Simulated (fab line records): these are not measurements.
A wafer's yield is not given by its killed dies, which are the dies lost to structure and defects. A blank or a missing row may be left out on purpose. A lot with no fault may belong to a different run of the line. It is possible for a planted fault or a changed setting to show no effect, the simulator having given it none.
fab line records	flow nandHarc	part 1 of 2: steps 1 to 20 of 33
[record] lots = 5	wafers = 15	lastDay = 23
route steps=1159 shown A_STAIRCASE@649
lots untouched by any fault: they come from a run of this same line in which no faults occurred
startH: hours from the record's opening day to when the first of the lot's shown wafers began	waitH: hours elapsed since this lot's preceding step	" same as the row above	L1.1+2: a row that stands for several wafers	- either no value or no given start	* or withheld: withheld	< > ~ a bound
route shown NAME@n: NAME is a module with steps in the file, n the number in the route of the first one	usual: mean/standard deviation taken from wafers without a fault	same: alike in all rows	chamber/n: place in a boat	sites: each site's reading	_std_site: the standard deviation of these	_edge_site: mean of outer sites minus mean of inner sites	radiusMm: how far each site lies from the wafer's centre	mask NAME#n: copy n	behind: the most recent tool/chamber to have shaped the wafer	hold: reason for holding the lot/hours on hold/outcome of the hold	device: names the non-switching transistor (n, p or np)	end of line: at the end of the route, the tests of the same wafers	step lacking rows: just its recipe	killed: at the first sort, the dies lost to defects and structure; wafer yield is something else	map: a wafer's dies, x killed, . not, _ none there
set.NAME: the setting that was run; set.NAME@STEP: the one run at that earlier step	model.NAME: the simulator's own value behind a step, which no gauge read
lots at some steps of the route; a table a step, a row a wafer
services: a tool's chamber out of use, with start hour (startH, from the record's first day; less than 0 if before it), hours out, and reason
[[steps]]
[step NHARC_A_STAIRCASE_STRIP_255]
[recipe] timeS = 900	tempC = 130	chemistry = SPM
[usual] bathGuardTempC = 130.0/0.54
lot.wafer	tool	chamber	startH	waitH	bathGuardTempC
L076.4	wetBench-05	5	257.41	0.2	130.8
L076.5	"	0	"	"	129.6
L076.1	"	2	"	"	130.8
L075.1	wetBench-01	7	258.93	0.3	130.2
L075.3	"	1	"	"	129.8
L075.6	"	2	"	"	130.2
L078.5	wetBench-01	2	272.42	0.1	130.9
L078.2	"	3	"	"	129.6
L078.6	"	4	"	"	129.1
L087.1	wetBench-05	6	325.23	0.3	130.1
L087.6	"	1	"	"	130.1
L087.3	"	2	"	"	130.5
L094.2	wetBench-07	3	364.50	0.3	129.6
L094.4	"	6	"	"	129.8
L094.5	"	7	"	"	129.5
[step NHARC_A_STAIRCASE_PRECLEAN_256]
[recipe] timeS = *	tempC = 50	bathAgeMin = 0	chemistry = SC1
[usual] bathGuardTempC = 50.0/0.51
lot.wafer	tool	chamber	startH	waitH	bathGuardTempC
L076.4	wetBench-05	5	-	-	51.1
L076.5	"	0	"	"	50.0
L076.1	"	2	"	"	50.3
L075.1	wetBench-01	7	-	-	50.2
L075.3	"	1	"	"	49.7
L075.6	"	2	"	"	50.4
L078.5	wetBench-01	2	-	-	50.8
L078.2	"	3	"	"	49.2
L078.6	"	4	"	"	49.8
L087.1	wetBench-05	6	-	-	50.1
L087.6	"	1	"	"	50.1
L087.3	"	2	"	"	50.3
L094.2	wetBench-07	3	-	-	49.6
L094.4	"	6	"	"	49.7
L094.5	"	7	"	"	49.5
[step NHARC_A_STAIRCASE_SRD_257]
lot.wafer	tool	chamber	startH	waitH
L076.4+5+1	wetBench-05	5,0,2	-	-
L075.1+3+6	wetBench-01	7,1,2	-	-
L078.5+2+6	wetBench-01	2,3,4	-	-
L087.1+6+3	wetBench-05	6,1,2	-	-
L094.2+4+5	wetBench-07	3,6,7	-	-
[step NHARC_A_STAIRCASE_HM_DEP_456]
[recipe] targetThkA = 15000	tempC = 400	material = aC
[usual] throttleValvePct = 35.001/0.0085
lot.wafer	tool	chamber	startH	waitH	throttleValvePct
L076.1	aclDep-02	0	257.88	-	34.978
L076.4	"	0	"	"	35.004
L076.5	"	0	"	"	34.999
L075.1	aclDep-02	0	259.72	-	35.008
L075.3	"	0	"	"	34.977
L075.6	"	0	"	"	35.020
L078.2	aclDep-02	0	276.44	-	35.001
L078.5	"	0	"	"	35.011
L078.6	"	0	"	"	34.994
L087.1	aclDep-02	0	325.97	-	34.993
L087.3	"	0	"	"	35.001
L087.6	"	0	"	"	34.999
L094.2	aclDep-02	0	366.35	-	35.006
L094.4	"	0	"	"	34.998
L094.5	"	0	"	"	35.010
[step NHARC_A_STAIRCASE_DEP_259]
[recipe] targetThkA = 300	targetThkNm = 30	tempC = 400	pressureTorr = 3.5	flowSccm = 200	rfW = 350	material = SiON
[usual] heaterPowerW = 756/93
lot.wafer	tool	chamber	startH	waitH	heaterPowerW
L076.1	pecvd-03	1	259.74	1.6	863
L076.5	"	1	"	"	832
L076.4	"	0	"	"	696
L075.1	pecvd-03	0	261.61	1.6	647
L075.3	"	2	"	"	739
L075.6	"	0	"	"	663
L078.2	pecvd-03	1	278.02	1.3	792
L078.6	"	0	"	"	694
L078.5	"	2	"	"	781
L087.1	pecvd-02	1	327.84	1.6	689
L087.3	"	0	"	"	992
L087.6	"	0	"	"	991
L094.2	pecvd-03	0	368.41	1.8	709
L094.4	"	0	"	"	730
L094.5	"	2	"	"	812
[step NHARC_A_STAIRCASE_DEHYDRATE_281]
[recipe] tempC = 150	timeS = 120
[usual] exhaustPa = 44.8/0.94
lot.wafer	tool	chamber	startH	waitH	exhaustPa
L076.1	lithoTrack-03	0	260.01	0.2	46.7
L076.4	"	0	"	"	43.9
L076.5	"	0	"	"	44.8
L075.1	lithoTrack-02	0	261.88	0.2	43.3
L075.3	"	0	"	"	44.9
L075.6	"	0	"	"	44.8
L078.2	lithoTrack-03	0	278.26	0.2	44.5
L078.5	"	0	"	"	44.4
L078.6	"	0	"	"	44.0
L087.1	lithoTrack-03	0	328.11	0.2	45.5
L087.3	"	0	"	"	46.3
L087.6	"	0	"	"	45.5
L094.2	lithoTrack-02	0	368.68	0.2	43.0
L094.4	"	0	"	"	44.3
L094.5	"	0	"	"	44.0
[step NHARC_A_STAIRCASE_HMDS_282]
[recipe] timeS = 30
[usual] exhaustPa = 45.0/0.95
lot.wafer	tool	chamber	startH	waitH	exhaustPa
L076.1	lithoTrack-03	0	-	-	42.9
L076.4	"	0	"	"	44.2
L076.5	"	0	"	"	45.2
L075.1	lithoTrack-02	0	-	-	45.6
L075.3	"	0	"	"	44.4
L075.6	"	0	"	"	44.7
L078.2	lithoTrack-03	0	-	-	45.7
L078.5	"	0	"	"	46.0
L078.6	"	0	"	"	45.7
L087.1	lithoTrack-03	0	-	-	45.1
L087.3	"	0	"	"	46.2
L087.6	"	0	"	"	45.6
L094.2	lithoTrack-02	0	-	-	46.2
L094.4	"	0	"	"	45.0
L094.5	"	0	"	"	43.6
[step NHARC_A_STAIRCASE_COAT_283]
[recipe] spinRpm = 1200
[usual] exhaustPa = 45.0/0.93
lot.wafer	tool	chamber	startH	waitH	exhaustPa
L076.1	lithoTrack-03	0	-	-	45.6
L076.4	"	0	"	"	44.7
L076.5	"	0	"	"	45.0
L075.1	lithoTrack-02	0	-	-	45.0
L075.3	"	0	"	"	45.2
L075.6	"	0	"	"	45.0
L078.2	lithoTrack-03	0	-	-	45.1
L078.5	"	0	"	"	45.1
L078.6	"	0	"	"	45.8
L087.1	lithoTrack-03	0	-	-	44.9
L087.3	"	0	"	"	46.1
L087.6	"	0	"	"	45.0
L094.2	lithoTrack-02	0	-	-	45.2
L094.4	"	0	"	"	46.7
L094.5	"	0	"	"	47.1
[step NHARC_A_STAIRCASE_SOFTBAKE_284]
[recipe] tempC = 135	timeS = 170
[usual] exhaustPa = 45.0/0.95
lot.wafer	tool	chamber	startH	waitH	exhaustPa
L076.1	lithoTrack-03	0	-	-	42.4
L076.4	"	0	"	"	43.4
L076.5	"	0	"	"	42.8
L075.1	lithoTrack-02	0	-	-	42.9
L075.3	"	0	"	"	45.4
L075.6	"	0	"	"	44.8
L078.2	lithoTrack-03	0	-	-	45.0
L078.5	"	0	"	"	45.7
L078.6	"	0	"	"	46.4
L087.1	lithoTrack-03	0	-	-	46.6
L087.3	"	0	"	"	46.0
L087.6	"	0	"	"	45.7
L094.2	lithoTrack-02	0	-	-	44.8
L094.4	"	0	"	"	45.7
L094.5	"	0	"	"	44.6
[step NHARC_A_STAIRCASE_EBR_285]
[usual] exhaustPa = 45.0/0.96
lot.wafer	tool	chamber	startH	waitH	exhaustPa
L076.1	lithoTrack-03	0	-	-	46.1
L076.4	"	0	"	"	46.7
L076.5	"	0	"	"	44.5
L075.1	lithoTrack-02	0	-	-	43.3
L075.3	"	0	"	"	44.9
L075.6	"	0	"	"	45.7
L078.2	lithoTrack-03	0	-	-	43.1
L078.5	"	0	"	"	42.4
L078.6	"	0	"	"	43.5
L087.1	lithoTrack-03	0	-	-	46.1
L087.3	"	0	"	"	46.2
L087.6	"	0	"	"	45.2
L094.2	lithoTrack-02	0	-	-	45.9
L094.4	"	0	"	"	44.9
L094.5	"	0	"	"	45.0
[step NHARC_A_STAIRCASE_EXPOSE_286]
[recipe] na = 0.5	doseMj = 25.01	maskId = CHOP_100
lot.wafer	tool	chamber	startH	waitH	mask
L076.1+4+5	krfScanner-01	0	260.34	-	CHOP_100#0
L075.1+3+6	krfScanner-01	0	262.09	-	CHOP_100#0
L078.2+5+6	krfScanner-04	0	278.47	-	CHOP_100#0
L087.1+3+6	krfScanner-04	0	328.32	-	CHOP_100#0
L094.2+4+5	krfScanner-04	0	368.90	-	CHOP_100#0
[step NHARC_A_STAIRCASE_PEB_287]
[recipe] pebTempC = 115	pebTimeS = 130
[usual] exhaustPa = 44.8/1.1
lot.wafer	tool	chamber	startH	waitH	exhaustPa
L076.1	lithoTrack-07	0	260.41	0.1	44.7
L076.4	"	0	"	"	44.2
L076.5	"	0	"	"	44.6
L075.1	lithoTrack-07	0	262.16	0.1	44.8
L075.3	"	0	"	"	42.7
L075.6	"	0	"	"	44.4
L078.2	lithoTrack-02	0	278.54	0.1	44.1
L078.5	"	0	"	"	44.2
L078.6	"	0	"	"	44.7
L087.1	lithoTrack-03	0	328.38	0.1	45.0
L087.3	"	0	"	"	43.5
L087.6	"	0	"	"	44.0
L094.2	lithoTrack-02	0	368.96	0.1	45.2
L094.4	"	0	"	"	46.4
L094.5	"	0	"	"	46.8
[step NHARC_A_STAIRCASE_DEVELOP_288]
[recipe] timeS = 140
[usual] exhaustPa = 44.8/0.91
lot.wafer	tool	chamber	startH	waitH	exhaustPa
L076.1	lithoTrack-07	0	-	-	44.9
L076.4	"	0	"	"	44.3
L076.5	"	0	"	"	44.2
L075.1	lithoTrack-07	0	-	-	44.4
L075.3	"	0	"	"	43.3
L075.6	"	0	"	"	43.7
L078.2	lithoTrack-02	0	-	-	45.4
L078.5	"	0	"	"	45.3
L078.6	"	0	"	"	45.5
L087.1	lithoTrack-03	0	-	-	45.7
L087.3	"	0	"	"	45.5
L087.6	"	0	"	"	46.1
L094.2	lithoTrack-02	0	-	-	44.0
L094.4	"	0	"	"	44.2
L094.5	"	0	"	"	44.9
[step NHARC_A_STAIRCASE_HARDBAKE_290]
[recipe] tempC = 120	timeS = 140
[usual] exhaustPa = 45.1/0.94
lot.wafer	tool	chamber	startH	waitH	exhaustPa
L076.1	lithoTrack-07	0	260.63	-	45.7
L076.4	"	0	"	"	46.5
L076.5	"	0	"	"	46.2
L075.1	lithoTrack-02	0	262.37	-	44.0
L075.3	"	0	"	"	44.3
L075.6	"	0	"	"	44.6
L078.2	lithoTrack-03	0	278.76	-	46.4
L078.5	"	0	"	"	46.0
L078.6	"	0	"	"	44.8
L087.1	lithoTrack-02	0	328.60	-	45.4
L087.3	"	0	"	"	45.6
L087.6	"	0	"	"	44.9
L094.2	lithoTrack-03	0	369.18	-	45.2
L094.4	"	0	"	"	46.3
L094.5	"	0	"	"	45.4
[step NHARC_A_STAIRCASE_DESCUM_291]
[recipe] timeS = 3	o2FlowSccm = 200	arFlowSccm = 0	biasPowerW = 0	chemistry = O2
[usual] drypumpMotorCurrentA = 5.72/0.21	o2FlowSccm = 200.1/0.62	oesProductAu = 0.999/0.01	rfVppV = 57.7/0.94	showerheadPlenumPTorr = 1.89/0.099	throttleValvePct = 11.311/0.0099
lot.wafer	tool	chamber	startH	waitH	drypumpMotorCurrentA	o2FlowSccm	oesProductAu	rfHoursCounterH	rfVppV	showerheadPlenumPTorr	throttleValvePct
L076.4	rieDiel-05	3	260.79	-	5.81	199.1	1.014	38	59.5	2.06	11.310
L076.1	"	0	"	"	5.73	200.4	1.005	39	55.8	1.80	11.311
L076.5	"	1	"	"	5.74	200.3	1.002	-	56.6	1.82	11.330
L075.3	rieDiel-05	1	262.50	-	5.74	200.5	0.992	41	58.3	1.82	11.309
L075.1	"	2	"	"	5.36	200.1	1.001	35	57.9	1.90	11.303
L075.6	"	1	"	"	5.72	200.6	0.986	-	56.9	1.82	11.315
L078.2	rieDiel-06	2	278.87	-	5.71	200.3	1.003	12	56.8	1.80	11.318
L078.6	"	3	"	"	5.74	199.9	1.002	-	57.8	1.98	11.316
L078.5	"	0	"	"	5.59	200.1	1.008	-	57.6	1.78	11.325
L087.3	rieDiel-06	0	328.73	-	5.57	199.8	1.002	29	58.8	1.78	11.291
L087.1	"	1	"	"	6.18	199.9	1.013	31	57.3	1.80	11.304
L087.6	"	3	"	"	5.76	199.9	1.012	-	57.8	1.98	11.327
L094.2	rieDiel-06	0	369.27	-	5.59	200.1	1.006	44	56.0	1.77	11.300
L094.4	"	3	"	"	5.74	200.9	1.004	45	58.1	1.97	11.312
L094.5	"	1	"	"	6.18	200.1	1.007	-	58.0	1.79	11.303
[step NHARC_A_STAIRCASE_ETCH_292]
[recipe] cf4FlowSccm = 100	chf3FlowSccm = 30	arFlowSccm = 0	rfW = 500	biasW = 200	chemistry = CF4/CHF3
[usual] biasW = 200.0/0.56	cf4FlowSccm = 100.0/0.32	drypumpMotorCurrentA = 5.72/0.22	oesProductAu = 0.943/0.021	rfVppV = 369.7/2.6	showerheadPlenumPTorr = 1.55/0.078	throttleValvePct = 16.803/0.009
lot.wafer	tool	chamber	startH	waitH	biasW	cf4FlowSccm	drypumpMotorCurrentA	oesProductAu	rfHoursCounterH	rfVppV	showerheadPlenumPTorr	throttleValvePct
L076.4	rieDiel-05	1	261.01	0.2	199.5	100.2	5.70	0.928	40	368.0	1.50	16.796
L076.1	"	3	"	"	200.1	99.8	5.80	0.930	38	374.9	1.69	16.816
L076.5	"	1	"	"	199.4	100.1	5.72	0.918	-	368.5	1.50	16.801
L075.1	rieDiel-05	1	262.72	0.2	199.8	100.0	5.75	0.938	41	366.9	1.50	16.816
L075.3	"	2	"	"	199.6	100.4	5.31	0.956	35	369.5	1.56	16.810
L075.6	"	0	"	"	200.7	100.3	5.70	0.944	-	367.2	1.48	16.790
L078.2	rieDiel-06	1	278.94	0.1	200.4	100.5	6.19	0.926	13	367.4	1.49	16.809
L078.5	"	0	"	"	199.8	99.7	5.55	0.923	-	367.3	1.47	16.801
L078.6	"	1	"	"	200.5	100.1	6.18	0.932	-	367.0	1.49	16.782
L087.3	rieDiel-06	0	328.82	0.1	200.0	100.2	5.59	0.935	29	366.4	1.47	16.806
L087.1	"	1	"	"	200.4	99.7	6.22	0.929	31	367.3	1.48	16.809
L087.6	"	3	"	"	200.2	99.9	5.75	0.928	-	371.9	1.62	16.811
L094.2	rieDiel-06	0	369.35	0.1	199.6	99.7	5.59	0.964	44	366.0	1.46	16.799
L094.4	"	3	"	"	199.5	99.9	5.72	0.983	45	371.6	1.62	16.793
L094.5	"	1	"	"	200.8	99.8	6.22	0.962	-	368.3	1.48	16.795
[step NHARC_A_STAIRCASE_HM_OPEN_460]
[recipe] o2FlowSccm = 400	cosFlowSccm = 20	arFlowSccm = 0	rfW = 500	biasW = 300	chemistry = O2/COS
[usual] biasW = 299.8/0.84	drypumpMotorCurrentA = 5.73/0.21	o2FlowSccm = 400.0/1.2	oesProductAu = 0.999/0.0094	rfVppV = 466/3.4	showerheadPlenumPTorr = 3.08/0.16	throttleValvePct = 28.331/0.0085
lot.wafer	tool	chamber	startH	waitH	biasW	drypumpMotorCurrentA	o2FlowSccm	oesProductAu	rfHoursCounterH	rfVppV	showerheadPlenumPTorr	throttleValvePct
L076.4	rieDiel-05	1	-	-	300.3	5.71	399.8	0.984	40	464	2.98	28.326
L076.1	"	3	"	"	300.5	5.78	399.3	1.020	38	472	3.35	28.328
L076.5	"	1	"	"	299.5	5.74	400.2	1.011	-	464	2.97	28.331
L075.1	rieDiel-05	3	-	-	299.7	5.80	400.8	1.005	39	471	3.35	28.336
L075.3	"	1	"	"	299.9	5.73	400.8	0.996	41	464	2.97	28.333
L075.6	"	3	"	"	299.9	5.79	401.6	1.005	-	471	3.35	28.327
L078.2	rieDiel-06	1	-	-	299.2	6.20	399.0	1.003	13	464	2.95	28.335
L078.6	"	2	"	"	300.2	5.72	397.2	0.995	-	462	2.95	28.344
L078.5	"	3	"	"	299.6	5.76	399.3	1.004	-	469	3.23	28.341
L087.1	rieDiel-06	2	-	-	300.6	5.72	399.9	0.979	31	464	2.94	28.332
L087.3	"	3	"	"	299.8	5.78	400.1	0.998	30	468	3.22	28.323
L087.6	"	1	"	"	300.2	6.21	400.2	1.007	-	463	2.94	28.339
L094.4	rieDiel-06	0	-	-	300.7	5.58	401.1	1.002	44	462	2.90	28.333
L094.2	"	3	"	"	300.0	5.75	402.0	0.993	45	467	3.21	28.314
L094.5	"	1	"	"	298.4	6.22	398.6	0.995	-	466	2.94	28.335
[step NHARC_A_STAIRCASE_STRIP_461]
[recipe] o2FlowSccm = 400	cosFlowSccm = 20	arFlowSccm = 0	biasW = 0	chemistry = O2/COS
lot.wafer	tool	chamber	startH	waitH
L076.4+1+5	rieDiel-05	1,3,0	-	-
L075.3+1+6	rieDiel-05	0,2,3	-	-
L078.2+5+6	rieDiel-06	1,2,3	-	-
L087.3+1+6	rieDiel-06	2,3,2	-	-
L094.2+4+5	rieDiel-06	3,0,3	-	-
[step NHARC_A_STAIRCASE_ETCH_452]
[recipe] targetDepthA = 300	overetchA = 30	timeS = 16.5	ionEnergyEv = 100	cf4FlowSccm = 80	o2FlowSccm = 20	arFlowSccm = 0	rfW = 300	biasW = 100	chemistry = CF4/O2
[usual] biasW = 100.01/0.3	cf4FlowSccm = 80.03/0.26	drypumpMotorCurrentA = 5.73/0.22	o2FlowSccm = 19.99/0.062	oes_ar_750_au = 1.000/0.0045	oesProductAu = 1.000/0.0091	rfVppV = 197.3/1.6	showerheadPlenumPTorr = 1.31/0.069	throttleValvePct = 13.397/0.0084
lot.wafer	tool	chamber	startH	waitH	biasW	cf4FlowSccm	drypumpMotorCurrentA	o2FlowSccm	oes_ar_750_au	oesProductAu	rfHoursCounterH	rfVppV	showerheadPlenumPTorr	throttleValvePct
L076.4	rieDiel-05	3	-	-	99.94	79.68	5.77	20.01	1.001	1.003	38	199.3	1.44	13.394
L076.1	"	1	"	"	100.23	79.72	5.73	20.01	0.999	0.987	40	196.1	1.27	13.400
L076.5	"	3	"	"	100.21	80.04	5.78	20.09	0.999	0.994	-	199.2	1.44	13.385
L075.1	rieDiel-05	1	-	-	100.41	80.20	5.74	19.96	0.994	0.990	41	196.0	1.27	13.389
L075.3	"	3	"	"	100.08	80.15	5.81	19.93	1.001	1.004	39	199.6	1.44	13.397
L075.6	"	1	"	"	99.96	80.14	5.73	20.11	1.004	0.993	-	197.5	1.27	13.408
L078.2	rieDiel-06	2	-	-	100.73	79.81	5.71	19.95	1.003	0.991	12	196.5	1.26	13.390
L078.5	"	0	"	"	100.16	80.38	5.59	19.94	0.998	1.003	-	195.8	1.25	13.415
L078.6	"	1	"	"	100.11	80.27	6.23	20.05	0.994	1.011	-	194.7	1.26	13.387
L087.1	rieDiel-06	3	-	-	99.96	79.99	5.74	20.12	1.004	1.017	30	197.9	1.38	13.390
L087.3	"	2	"	"	99.84	80.07	5.70	19.91	1.008	0.995	31	195.7	1.26	13.406
L087.6	"	0	"	"	99.55	80.20	5.57	20.01	0.996	1.004	-	196.8	1.24	13.410
L094.2	rieDiel-06	0	-	-	100.00	80.00	5.57	19.97	0.991	1.009	44	195.7	1.24	13.399
L094.4	"	1	"	"	99.81	80.27	6.20	19.99	0.999	1.003	46	196.0	1.25	13.395
L094.5	"	3	"	"	99.76	79.67	5.73	20.02	0.995	1.008	-	198.8	1.37	13.389
[step NHARC_A_STAIRCASE_ETCH_294]
[recipe] targetDepthA = 49920	timeS = 1212.4	ionEnergyEv = 800	c4f8FlowSccm = 80	o2FlowSccm = 60	arFlowSccm = withheld	rfW = 600	biasW = 3000	chemistry = C4F8/O2/Ar
[usual] biasW = 3001/8.7	oesProductAu = 0.933/0.011	rfVppV = 1823/13
lot.wafer	tool	chamber	startH	waitH	biasW	oesProductAu	rfHoursCounterH	rfVppV
L076.4	rieDiel-05	1	-	-	2983	0.922	40	1814
L076.1	"	0	"	"	3004	0.921	39	1812
L076.5	"	2	"	"	3016	0.929	-	1825
L075.1	rieDiel-05	0	-	-	3000	0.939	40	1812
L075.3	"	1	"	"	3001	0.924	41	1814
L075.6	"	3	"	"	3009	0.951	-	1846
L078.2	rieDiel-06	1	-	-	3029	0.935	13	1813
L078.5	"	0	"	"	3000	0.946	-	1809
L078.6	"	1	"	"	3020	0.947	-	1812
L087.3	rieDiel-06	3	-	-	3008	0.939	30	1833
L087.1	"	2	"	"	3002	0.925	32	1811
L087.6	"	0	"	"	2999	0.929	-	1809
L094.4	rieDiel-06	3	-	-	3011	0.927	45	1835
L094.2	"	0	"	"	2995	0.941	44	1808
L094.5	"	2	"	"	3008	0.932	-	1811
